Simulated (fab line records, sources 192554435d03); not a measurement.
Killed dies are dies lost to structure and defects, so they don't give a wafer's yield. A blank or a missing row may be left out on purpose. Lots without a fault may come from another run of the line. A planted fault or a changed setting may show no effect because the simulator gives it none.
fab line records | flow n5_finfet | part 1 of 2: steps 1 to 3 of 6
record lots=23 wafers=69 last_day=18
route steps=1938 shown BEOL_M1@753
lots that met no fault: from a run of the same line without faults
start_h: hours from the record's first day to the start of the lot's first wafer shown | wait_h: hours since the lot's step before | " the same as in the row above | L1.1+2: a row that stands for several wafers | - no value, or no start given | * or withheld: withheld | < > ~ a bound
route shown NAME@n: a module of which the file shows steps, and the number in the route of the first | usual: mean/standard deviation of fault-free wafers | same: alike in all rows | chamber/n: place in a boat | sites: the reading at each site | _std_site: their standard deviation | _edge_site: outer sites' mean less inner sites' | radius_mm: how far each site lies from the wafer's centre | mask NAME#n: copy n | behind: the tool/chamber that last shaped the wafer | hold: why the lot was held/for how many hours/how that ended | device: the transistor (n, p or np) that didn't switch | end of line: the same wafers' tests at the end of the route | a step without rows: its recipe alone | killed: dies lost to structure and defects at the first sort, not the wafer's yield | map: a wafer's dies, x killed, . not, _ none there
set.NAME: the setting as run; set.NAME@STEP: as run at that earlier step | model.NAME: the simulator's own value behind a step, which no gauge read
steps of the route over a sample of lots; a table a step, a row a wafer
services: from which hour (start_h, from the record's first day; less than 0 if before it) a tool's chamber was out of use, for how many hours, and why
## steps
# step N5_BEOL_M1_PECVD_72
# recipe material=SiO2 target_thk_a=160 temp_c=400 precursor=TEOS/O2 pressure_torr=5.5 rf_w=450 teos_flow_sccm=53.8 gas=O2 flow_sccm=3000 time_s=18
# usual heater_power_outer_w=409/59 heater_power_w=706/82 showerhead_plenum_p_Torr=8.81/0.047 throttle_valve_pct=22.3/1.2
# columns lot.wafer tool chamber start_h wait_h heater_power_outer_w heater_power_w showerhead_plenum_p_Torr since_wet_clean_h throttle_valve_pct
L074.4 pecvd-01 0 121.34 0.1 421 715 8.86 - 20.5
L074.5 " 1 " " 372 644 8.82 - 22.6
L074.6 " 2 " " 536 874 8.81 - 22.0
L075.1 pecvd-04 0 124.45 0.0 410 718 8.88 647 23.0
L075.2 " 2 " " 364 599 8.74 2097 23.7
L075.6 " 1 " " 369 671 8.79 - 22.4
L077.2 pecvd-01 1 139.35 0.0 386 666 8.86 1931 22.2
L077.3 " 0 " " 457 725 8.83 1206 20.5
L077.6 " 2 " " 456 775 8.79 - 21.8
L078.1 pecvd-04 0 145.73 0.0 404 722 8.90 668 22.8
L078.3 " 1 " " 402 713 8.81 - 22.5
L078.6 " 1 " " 398 697 8.82 - 22.4
L079.3 pecvd-01 2 152.03 0.0 544 877 8.80 457 22.1
L079.4 " 0 " " 463 778 8.84 - 20.4
L079.6 " 2 " " 552 901 8.81 - 21.5
L080.1 pecvd-03 2 157.48 0.0 423 757 8.79 147 20.7
L080.4 " 2 " " 418 749 8.79 - 20.6
L080.5 " 1 " " 388 661 8.71 - 23.9
L081.1 pecvd-04 1 166.82 0.0 358 662 8.81 1414 22.6
L081.3 " 2 " " 329 542 8.71 2139 23.8
L081.5 " 1 " " 364 664 8.81 - 22.6
L082.1 pecvd-03 2 170.29 0.0 377 701 8.77 160 20.5
L082.2 " 0 " " 411 706 8.83 874 23.6
L082.3 " 0 " " 429 710 8.78 - 23.5
L083.2 pecvd-01 0 176.99 0.0 430 708 8.85 1243 20.2
L083.3 " 2 " " 516 844 8.81 482 21.8
L083.5 " 2 " " 525 876 8.78 - 21.8
L084.1 pecvd-01 0 179.54 0.0 368 628 8.83 1246 20.2
L084.3 " 1 " " 403 690 8.84 1971 22.3
L084.6 " 0 " " 351 647 8.85 - 20.3
L085.3 pecvd-03 1 193.12 0.0 344 611 8.73 1622 24.0
L085.4 " 1 " " 342 595 8.73 - 23.8
L085.6 " 2 " " 430 746 8.76 - 20.4
L086.1 pecvd-03 0 193.56 0.0 424 720 8.83 897 23.7
L086.4 " 2 " " 440 777 8.79 - 20.8
L086.5 " 0 " " 424 698 8.82 - 23.6
L087.2 pecvd-01 2 201.96 0.0 538 863 8.79 506 22.1
L087.5 " 2 " " 531 875 8.80 - 21.9
L087.6 " 0 " " 464 763 8.85 - 20.4
L088.3 pecvd-01 2 206.13 0.0 552 885 8.81 511 22.0
L088.4 " 1 " " 309 573 8.85 - 22.5
L088.6 " 0 " " 409 673 8.84 - 20.6
L089.3 pecvd-03 2 213.13 0.0 461 800 8.79 202 20.7
L089.4 " 0 " " 377 655 8.79 - 24.0
L089.6 " 2 " " 467 806 8.76 - 20.7
L090.2 pecvd-03 0 217.67 0.0 379 682 8.81 922 23.8
L090.4 " 2 " " 455 759 8.82 - 20.7
L090.6 " 0 " " 390 649 8.81 - 23.5
L091.1 pecvd-04 0 220.46 0.0 429 754 8.86 743 23.0
L091.3 " 0 " " 424 755 8.86 - 22.9
L091.6 " 0 " " 411 747 8.88 - 23.1
L093.1 pecvd-03 1 228.31 0.0 314 568 8.74 1657 24.0
L093.2 " 0 " " 416 703 8.80 932 23.9
L093.5 " 0 " " 421 699 8.81 - 23.6
L092.2 pecvd-03 2 228.69 0.0 365 662 8.78 218 20.7
L092.4 " 2 " " 356 667 8.77 - 20.7
L092.6 " 1 " " 351 635 8.71 - 23.8
L094.1 pecvd-03 1 244.99 0.0 382 667 8.73 1674 24.0
L094.2 " 0 " " 455 765 8.82 949 23.8
L094.6 " 1 " " 378 663 8.72 - 23.8
L095.1 pecvd-04 2 251.55 0.0 348 573 8.72 20 21.2
L095.3 " 0 " " 370 657 8.87 774 23.1
L095.5 " 0 " " 362 673 8.87 - 23.3
L096.1 pecvd-01 0 252.03 0.0 476 799 8.84 1318 20.5
L096.2 " 2 " " 529 839 8.82 557 21.9
L096.3 " 1 " " 396 673 8.86 2043 22.3
L097.2 pecvd-04 2 264.18 0.0 324 556 8.73 33 21.4
L097.4 " 2 " " 335 559 8.74 - 21.5
L097.6 " 1 " " 387 693 8.83 - 22.6
# step N5_BEOL_M1_ETCH_74
# recipe chemistry=N2/H2 target=underlayer target_depth_a=65 mask_material=CAR-EUV time_s=5.2 ion_energy_ev=200 pressure_mtorr=30 source_w=840 bias_w=150 n2_flow_sccm=200 h2_flow_sccm=200 ends=cleared
# usual drypump_motor_current_A=5.7/0.4 etch_rf_on_time_s=5.15/0.13 oes_product_au=0.67/0.08 rf_vpp_V=523.9/2.3 showerhead_plenum_p_Torr=2.54/0.077 throttle_valve_pct=17.83/0.23
# columns lot.wafer tool chamber start_h wait_h drypump_motor_current_A etch_rf_on_time_s oes_product_au rf_hours_counter_h rf_vpp_V showerhead_plenum_p_Torr throttle_valve_pct
L074.4 rie_diel-02 2 122.86 0.0 5.8 5.13 0.63 173 525.2 2.65 18.03
L074.5 " 1 " " 5.2 5.16 0.66 - 523.0 2.45 17.63
L074.6 " 0 " " 5.9 5.09 0.62 - 519.9 2.40 18.20
L075.1 rie_diel-06 1 126.99 0.0 5.5 5.08 0.58 222 523.1 2.53 17.87
L075.2 " 0 " " 5.9 5.15 0.59 234 520.8 2.49 17.96
L075.6 " 2 " " 5.2 5.14 0.62 - 525.8 2.65 18.11
L077.2 rie_diel-01 1 142.18 0.0 6.5 5.27 0.76 24 522.8 2.48 17.60
L077.3 " 3 " " 5.9 5.24 0.70 93 528.2 2.65 17.59
L077.6 " 0 " " 5.4 5.12 0.69 - 522.6 2.56 17.92
L078.1 rie_diel-01 2 146.49 0.0 5.6 5.19 0.62 174 523.1 2.55 17.81
L078.3 " 3 " " 5.9 5.15 0.71 95 524.8 2.65 17.61
L078.6 " 0 " " 5.4 5.08 0.69 - 524.9 2.56 17.90
L079.3 rie_diel-02 0 153.13 0.0 6.0 5.02 0.61 224 521.0 2.40 18.22
L079.4 " 2 " " 5.8 5.26 0.62 181 524.8 2.65 18.04
L079.6 " 3 " " 6.4 5.39 0.57 - 523.8 2.50 17.83
L080.1 rie_diel-02 0 161.94 0.0 5.9 5.10 0.61 226 520.2 2.39 18.21
L080.4 " 1 " " 5.2 5.19 0.65 153 521.8 2.45 17.62
L080.5 " 1 " " 5.2 5.20 0.65 - 522.1 2.45 17.62
L081.1 rie_diel-02 3 167.72 0.0 6.4 5.50 0.56 218 521.8 2.50 17.85
L081.3 " 2 " " 5.8 5.30 0.61 186 525.9 2.65 18.07
L081.5 " 2 " " 5.8 5.32 0.62 - 525.6 2.65 18.04
L082.1 rie_diel-06 1 173.13 0.0 5.5 5.13 0.59 236 523.9 2.52 17.91
L082.2 " 0 " " 5.9 5.18 0.60 249 520.6 2.49 18.00
L082.3 " 2 " " 5.2 5.13 0.61 186 523.9 2.65 18.13
L083.2 rie_diel-06 2 179.28 0.0 5.2 5.17 0.61 189 526.9 2.64 18.16
L083.3 " 1 " " 5.5 5.20 0.57 240 522.1 2.52 17.92
L083.5 " 3 " " 5.6 4.99 0.77 - 525.5 2.57 17.48
L084.1 rie_diel-01 1 181.46 0.0 6.4 5.23 0.76 32 520.8 2.48 17.62
L084.3 " 3 " " 5.9 5.17 0.71 101 527.3 2.65 17.63
L084.6 " 0 " " 5.4 5.03 0.69 - 525.5 2.55 17.92
L085.3 rie_diel-01 2 194.93 0.0 5.6 5.14 0.62 185 525.2 2.54 17.85
L085.4 " 3 " " 5.9 5.17 0.71 105 526.4 2.64 17.64
L085.6 " 3 " " 5.9 5.15 0.70 - 525.2 2.64 17.62
L086.1 rie_diel-06 1 195.08 0.0 5.5 5.07 0.57 247 522.2 2.52 17.92
L086.4 " 2 " " 5.2 5.13 0.61 - 526.5 2.64 18.15
L086.5 " 1 " " 5.5 5.11 0.57 - 521.7 2.52 17.92
L087.2 rie_diel-02 2 203.84 0.0 5.8 5.41 0.60 199 529.0 2.64 18.08
L087.5 " 3 " " 6.4 5.56 0.55 - 522.2 2.49 17.87
L087.6 " 2 " " 5.8 5.29 0.61 - 525.5 2.64 18.07
L088.3 rie_diel-06 3 207.97 0.0 5.5 4.97 0.75 45 525.4 2.56 17.52
L088.4 " 0 " " 5.9 4.96 0.83 - 522.5 2.49 17.66
L088.6 " 3 " " 5.5 4.99 0.75 - 527.1 2.56 17.56
L089.3 rie_diel-06 0 213.76 0.0 5.9 5.07 0.81 5 521.7 2.48 17.67
L089.4 " 3 " " 5.5 5.01 0.75 - 525.0 2.56 17.52
L089.6 " 2 " " 5.2 5.15 0.60 - 526.4 2.64 18.15
L090.2 rie_diel-06 3 219.90 0.0 5.5 4.94 0.74 50 522.6 2.56 17.55
L090.4 " 3 " " 5.5 4.96 0.74 - 523.6 2.56 17.53
L090.6 " 0 " " 5.9 5.03 0.81 - 524.0 2.48 17.67
L091.1 rie_diel-01 0 221.64 0.0 5.4 5.07 0.67 95 524.5 2.55 17.93
L091.3 " 1 " " 6.5 5.24 0.75 46 522.3 2.48 17.65
L091.6 " 0 " " 5.4 5.11 0.68 - 524.6 2.55 17.95
L093.1 rie_diel-06 0 229.80 0.0 5.9 5.06 0.78 10 521.8 2.48 17.68
L093.2 " 2 " " 5.2 5.12 0.60 208 524.7 2.64 18.16
L093.5 " 0 " " 5.9 5.05 0.80 - 523.0 2.48 17.66
L092.2 rie_diel-06 2 230.03 0.0 5.2 5.11 0.60 208 527.0 2.64 18.18
L092.4 " 1 " " 5.5 5.05 0.85 1 524.6 2.52 17.54
L092.6 " 0 " " 5.9 5.06 0.79 - 522.8 2.48 17.69
L094.1 rie_diel-02 1 247.09 0.0 5.2 5.27 0.62 184 521.2 2.43 17.66
L094.2 " 3 " " 6.4 5.54 0.54 247 521.6 2.48 17.89
L094.6 " 2 " " 5.8 5.32 0.59 - 526.9 2.63 18.12
L095.1 rie_diel-01 1 253.42 0.0 6.4 5.28 0.73 56 522.4 2.47 17.66
L095.3 " 0 " " 5.4 5.10 0.67 105 525.3 2.54 17.97
L095.5 " 0 " " 5.3 5.18 0.67 - 524.1 2.54 17.97
L096.1 rie_diel-01 0 253.65 0.0 5.4 5.06 0.66 105 523.8 2.54 17.96
L096.2 " 3 " " 5.9 5.21 0.69 122 527.1 2.64 17.65
L096.3 " 1 " " 6.4 5.26 0.73 56 521.2 2.47 17.64
L097.2 rie_diel-06 0 265.99 0.0 5.9 5.09 0.78 23 521.7 2.48 17.72
L097.4 " 2 " " 5.2 5.18 0.59 - 527.4 2.63 18.20
L097.6 " 0 " " 5.8 5.04 0.77 - 522.5 2.48 17.70
# step N5_BEOL_M1_STRIP_66
# recipe chemistry=CF4 resist=SiARC power_w=300 bias_power_w=75 pressure_mtorr=50 cf4_flow_sccm=150 rf_frequency_hz=6e+07
# usual drypump_motor_current_A=5.7/0.4 oes_product_au=0.77/0.086 rf_vpp_V=271.2/1.4 showerhead_plenum_p_Torr=1.79/0.055 throttle_valve_pct=13.57/0.27
# columns lot.wafer tool chamber start_h wait_h drypump_motor_current_A oes_product_au rf_hours_counter_h rf_vpp_V showerhead_plenum_p_Torr throttle_valve_pct
L074.4 rie_diel-02 2 123.03 0.0 5.8 0.73 173 271.8 1.86 13.73
L074.5 " 1 " " 5.2 0.76 - 270.6 1.72 13.28
L074.6 " 0 " " 5.9 0.70 - 270.1 1.69 14.04
L075.1 rie_diel-06 1 127.16 0.0 5.5 0.67 222 271.2 1.76 13.58
L075.2 " 0 " " 6.0 0.70 234 270.4 1.77 13.73
L075.6 " 2 " " 5.2 0.72 - 273.8 1.86 13.83
L077.2 rie_diel-01 1 142.35 0.0 6.4 0.89 24 270.9 1.76 13.33
L077.3 " 3 " " 5.9 0.82 94 273.7 1.89 13.51
L077.6 " 0 " " 5.4 0.79 - 271.0 1.82 13.78
L078.1 rie_diel-01 2 146.67 0.0 5.6 0.73 174 271.7 1.79 13.39
L078.3 " 3 " " 5.9 0.83 95 272.4 1.89 13.50
L078.6 " 0 " " 5.4 0.79 - 269.7 1.82 13.78
L079.3 rie_diel-02 0 153.31 0.0 5.9 0.70 224 268.0 1.69 14.06
L079.4 " 2 " " 5.8 0.73 182 272.4 1.86 13.75
L079.6 " 3 " " 6.4 0.67 - 269.4 1.77 13.70
L080.1 rie_diel-02 0 162.11 0.0 5.9 0.69 226 271.6 1.69 14.07
L080.4 " 1 " " 5.2 0.75 153 269.8 1.72 13.30
L080.5 " 1 " " 5.2 0.76 - 270.7 1.72 13.29
L081.1 rie_diel-02 3 167.89 0.0 6.4 0.67 218 270.2 1.77 13.70
L081.3 " 2 " " 5.8 0.72 186 272.3 1.86 13.75
L081.5 " 2 " " 5.8 0.73 - 271.5 1.86 13.76
L082.1 rie_diel-06 1 173.30 0.0 5.5 0.67 236 271.8 1.76 13.60
L082.2 " 0 " " 5.9 0.69 249 270.9 1.76 13.77
L082.3 " 2 " " 5.2 0.70 186 274.6 1.86 13.84
L083.2 rie_diel-06 2 179.45 0.0 5.2 0.70 189 272.0 1.86 13.86
L083.3 " 1 " " 5.5 0.66 240 271.3 1.75 13.62
L083.5 " 3 " " 5.5 0.86 - 271.8 1.82 13.25
L084.1 rie_diel-01 1 181.64 0.0 6.4 0.89 32 270.8 1.76 13.34
L084.3 " 3 " " 5.9 0.82 101 272.3 1.89 13.52
L084.6 " 0 " " 5.4 0.79 - 270.4 1.82 13.80
L085.3 rie_diel-01 2 195.10 0.0 5.6 0.72 185 270.3 1.78 13.43
L085.4 " 3 " " 5.9 0.82 105 272.4 1.89 13.53
L085.6 " 3 " " 5.9 0.81 - 273.0 1.89 13.52
L086.1 rie_diel-06 1 195.25 0.0 5.5 0.66 247 271.3 1.75 13.63
L086.4 " 2 " " 5.2 0.70 - 272.7 1.85 13.84
L086.5 " 1 " " 5.5 0.66 - 269.8 1.75 13.63
L087.2 rie_diel-02 2 204.02 0.0 5.7 0.71 199 273.2 1.86 13.79
L087.5 " 3 " " 6.4 0.67 - 269.6 1.77 13.74
L087.6 " 2 " " 5.8 0.71 - 271.9 1.85 13.79
L088.3 rie_diel-06 3 208.14 0.0 5.5 0.85 45 271.8 1.81 13.28
L088.4 " 0 " " 5.9 0.95 - 270.1 1.76 13.23
L088.6 " 3 " " 5.5 0.85 - 271.8 1.81 13.28
L089.3 rie_diel-06 0 213.93 0.0 5.9 0.93 6 269.8 1.76 13.26
L089.4 " 3 " " 5.6 0.84 - 270.7 1.81 13.27
L089.6 " 2 " " 5.2 0.70 - 273.9 1.85 13.87
L090.2 rie_diel-06 3 220.07 0.0 5.5 0.84 50 271.6 1.81 13.29
L090.4 " 3 " " 5.5 0.84 - 272.3 1.81 13.28
L090.6 " 0 " " 5.9 0.93 - 270.1 1.76 13.25
L091.1 rie_diel-01 0 221.81 0.0 5.4 0.77 96 271.6 1.81 13.82
L091.3 " 1 " " 6.4 0.86 46 271.6 1.76 13.37
L091.6 " 0 " " 5.4 0.77 - 271.7 1.81 13.82
L093.1 rie_diel-06 0 229.98 0.0 5.9 0.91 11 270.8 1.76 13.26
L093.2 " 2 " " 5.2 0.70 208 271.1 1.85 13.90
L093.5 " 0 " " 6.0 0.91 - 270.6 1.76 13.26
L092.2 rie_diel-06 2 230.20 0.0 5.2 0.70 208 273.8 1.85 13.87
L092.4 " 1 " " 5.4 0.98 1 269.8 1.75 13.05
L092.6 " 0 " " 5.9 0.92 - 271.1 1.76 13.26
L094.1 rie_diel-02 1 247.26 0.0 5.1 0.73 184 270.6 1.71 13.36
L094.2 " 3 " " 6.4 0.65 247 272.3 1.76 13.78
L094.6 " 2 " " 5.8 0.70 - 271.7 1.85 13.82
L095.1 rie_diel-01 1 253.59 0.0 6.4 0.84 56 270.8 1.76 13.39
L095.3 " 0 " " 5.4 0.76 105 272.0 1.81 13.84
L095.5 " 0 " " 5.4 0.76 - 271.5 1.81 13.86
L096.1 rie_diel-01 0 253.82 0.0 5.3 0.77 105 271.0 1.81 13.86
L096.2 " 3 " " 5.9 0.80 122 273.2 1.88 13.58
L096.3 " 1 " " 6.4 0.85 56 271.3 1.76 13.39
L097.2 rie_diel-06 0 266.16 0.0 5.9 0.88 23 269.7 1.76 13.30
L097.4 " 2 " " 5.2 0.69 - 272.1 1.85 13.91
L097.6 " 0 " " 5.9 0.89 - 270.9 1.76 13.28
